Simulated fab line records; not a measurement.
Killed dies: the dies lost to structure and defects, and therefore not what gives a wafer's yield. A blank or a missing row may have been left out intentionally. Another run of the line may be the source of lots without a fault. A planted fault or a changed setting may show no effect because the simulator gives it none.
Split-lot experiment | flow n5 finfet | route with 1938 steps; 7 lots, 21 wafers read

== SPLIT DETAILS ==
At N5_BEOL_M10_PECVD_70 (deposits SiO2 from TEOS/O2, target thk 20 nm, time 22.7 s), the setting time s was moved away from the recipe's 22.7 s on 7 of the 21 wafers read, by -8.2% to +12.5%. All remaining wafers had this setting at the recipe value.

== FROM THE SPLIT TO THE READING: what the file shows between them, 3 steps ==
- N5_BEOL_M10_HM_DEP_02: deposits TiN, target thk 20 nm
- N5_BEOL_M10_COAT_59: time 60 s, resist thk 100 nm
- N5_BEOL_M10_STRIP_77: strips in N2/H2, time 10 s

== THE READING ==
SiO2_of_BEOL_M10_PECVD_70.thk nm (the simulator's own value, which no gauge read), in nm, at N5_BEOL_M10_HM_STRIP_39 (strips TiN in peroxide tin strip, target depth 25 nm, time 158 s). No usual value for it is given in the file. Here, 14 wafers ran the recipe; their average is 19.7 nm with a standard deviation of 0.18 nm.

wafer  | tool, chamber at the split | time s as run, s | against the recipe | SiO2_of_BEOL_M10_PECVD_70.thk nm, nm | against lot-mates on the recipe
L074.2 | pecvd-04, 2                | 20.83            | -8.2%              | 18                                   | -1.8
L074.3 | pecvd-04, 1                | 22.7             | recipe             | 19.6                                 | -
L074.4 | pecvd-04, 1                | 22.7             | recipe             | 20                                   | -
L076.1 | pecvd-03, 0                | 22.7             | recipe             | 19.4                                 | -
L076.3 | pecvd-03, 1                | 25.54            | +12.5%             | 21.6                                 | +2.1
L076.6 | pecvd-03, 1                | 22.7             | recipe             | 19.6                                 | -
L082.1 | pecvd-03, 2,1              | 21.53            | -5.2%              | 18.2                                 | -1.4
L082.5 | pecvd-03, 2,1              | 21.53            | -5.2%              | 18.2                                 | -1.4
L082.4 | pecvd-03, 0                | 22.7             | recipe             | 19.6                                 | -
L086.2 | pecvd-02, 2                | 25.1             | +10.6%             | 21.4                                 | +1.7
L086.5 | pecvd-02, 0                | 22.7             | recipe             | 19.8                                 | -
L086.6 | pecvd-02, 2                | 22.7             | recipe             | 19.6                                 | -
L095.2 | pecvd-03, 0,1              | 22.7             | recipe             | 19.6                                 | -
L095.4 | pecvd-03, 0,1              | 22.7             | recipe             | 19.6                                 | -
L095.5 | pecvd-03, 2                | 22.7             | recipe             | 19.8                                 | -
L094.2 | pecvd-04, 0                | 22.7             | recipe             | 19.6                                 | -
L094.3 | pecvd-04, 2                | 22.7             | recipe             | 20                                   | -
L094.4 | pecvd-04, 0                | 21.17            | -6.7%              | 18.8                                 | -1.0
L097.1 | pecvd-02, 1                | 22.7             | recipe             | 19.8                                 | -
L097.3 | pecvd-02, 0                | 22.7             | recipe             | 19.4                                 | -
L097.6 | pecvd-02, 1                | 24.97            | +10.0%             | 21.8                                 | +2.2
Rows listing several chambers each stand for several wafers; the file does not say which wafer went through which chamber.

THE FIT
A straight line over all 21 wafers: SiO2_of_BEOL_M10_PECVD_70.thk nm changes by +0.185 nm for each +1% of time s; r = +0.96; the points scatter about the line by 0.27 nm.
The same after taking each lot's own level away (the mean of its wafers on the recipe; 21 wafers): +0.192 nm for each +1%; r = +0.98; scatter 0.23 nm.
Per that fit: largest time s move, reading shift of 2.4 nm.
The lots' own levels span 19.50 to 19.80 nm, that is 1.7 times the standard deviation above.
Hence the lot-to-lot level has little effect on the slope; both slopes agree.
Check: with one of the wafers moved furthest among these (+12.5%) left out of the fit, the line predicts +2.47 nm for it against its lot-mates. It came out at +2.1 nm against them.

== FURTHER SPLITS ON THESE WAFERS ==
Before the reading, these wafers also passed through other splits. Each is held against what the fit with the lots' levels taken away leaves over:
other split on the same wafers    | wafers away from the commonest value | r with SiO2_of_BEOL_M10_PECVD_70.thk nm (lot level and that fit taken away)
N5_BEOL_M7_HM_DEP_02 target thk a | 7                                    | +0.33
N5_BEOL_M8_ILD_DEP_00 time s      | 6                                    | -0.07
N5_BEOL_M8_PECVD_70 temp c        | 4                                    | +0.07
N5_BEOL_M8_PEB_09 peb time s      | 6                                    | -0.12
N5_BEOL_M8_ETCH_62 bias w         | 9                                    | +0.13

== THE WHOLE CHAIN: every reading that the file lists as answering this split, in the file's order ==
step                    | what it does                                                     | reading                                                                           | change (the file's fit)               | r (the file's)
N5_BEOL_M10_PECVD_70    | deposits SiO2 from TEOS/O2, target thk 20 nm, time 22.7 s        | SiO2_of_BEOL_M10_PECVD_70.thk nm (the simulator's own value, which no gauge read) | +0.184 nm for each +1% of the setting | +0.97
N5_BEOL_M10_HM_STRIP_39 | strips TiN in peroxide tin strip, target depth 25 nm, time 158 s | SiO2_of_BEOL_M10_PECVD_70.thk nm (the simulator's own value, which no gauge read) | +0.187 nm for each +1% of the setting | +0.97

== FILE'S OWN FIT ==
SiO2_of_BEOL_M10_PECVD_70.thk nm changes by +0.187 nm for each +1% of time s, r = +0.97.
